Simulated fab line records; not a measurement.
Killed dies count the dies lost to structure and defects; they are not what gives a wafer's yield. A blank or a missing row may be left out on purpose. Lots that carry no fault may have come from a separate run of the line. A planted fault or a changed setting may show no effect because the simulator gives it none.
Chamber matching	flow n5 finfet	3 sister chambers for N5_BEOL_M9_VIA_ETCH_34 on rie diel-02
The step etches SiCOH lowk in C4F6/O2, target depth 182.4 nm, time 68.4 s. 15 wafers are shown with their chamber, then 6 later ones without.

## WAFERS, EACH WITH ITS CHAMBER
wafer	chamber	rf vpp V (V)	showerhead plenum p Torr (Torr)	throttle valve pct (%)
L906.3	0	680	2.84	21.42
L906.4	3	667	2.97	20.95
L906.6	3	666	2.97	20.97
L909.1	0	680	2.84	21.45
L920.2	3	666	2.96	21.01
L920.3	0	679	2.84	21.09
L920.5	0	679	2.84	21.09
L924.3	3	665	2.95	21.02
L924.4	2	656	2.79	20.70
L924.6	3	666	2.95	21.03
L925.3	3	667	2.95	21.03
L925.4	0	680	2.83	21.12
L925.5	3	666	2.95	21.02
L926.1	0	680	2.83	21.11
L926.4	3	666	2.95	21.03

SIGNATURES (means of the wafers above)
reading	chamber 0	chamber 2	chamber 3	scatter within a chamber
rf vpp V	679.67	656.00	666.12	0.592
showerhead plenum p Torr	2.8367	2.7900	2.9563	0.00775
throttle valve pct	21.2133	20.7000	21.0075	0.114
Rule: distance of a wafer from a chamber = root of the sum over the readings of ((wafer's reading minus chamber's mean) / reading's scatter) squared. If the next closest chamber is less than 2 further off than the closest, the wafer can't be placed; otherwise it belongs to the closest. The scatter: take each reading less its chamber's mean, square it, sum over the shown wafers, divide by the number of wafers less the number of chambers, and take the root.

## WAFERS WITH NO CHAMBER GIVEN
wafer	rf vpp V (V)	showerhead plenum p Torr (Torr)	throttle valve pct (%)
L926.6	680	2.83	21.10
L927.3	680	2.83	21.12
L927.4	656	2.79	20.72
L928.1	679	2.83	21.11
L928.3	666	2.95	21.04
L928.6	665	2.95	21.04

## CHAMBER TAKEN BY EACH
wafer	from the rows above	in truth
L926.6	0	0
L927.3	0	0
L927.4	2	2
L928.1	0	0
L928.3	3	3
L928.6	3	3
Correctly placed: 6 of 6. Number that these rows cannot place: 0. Placed wrongly: 0.
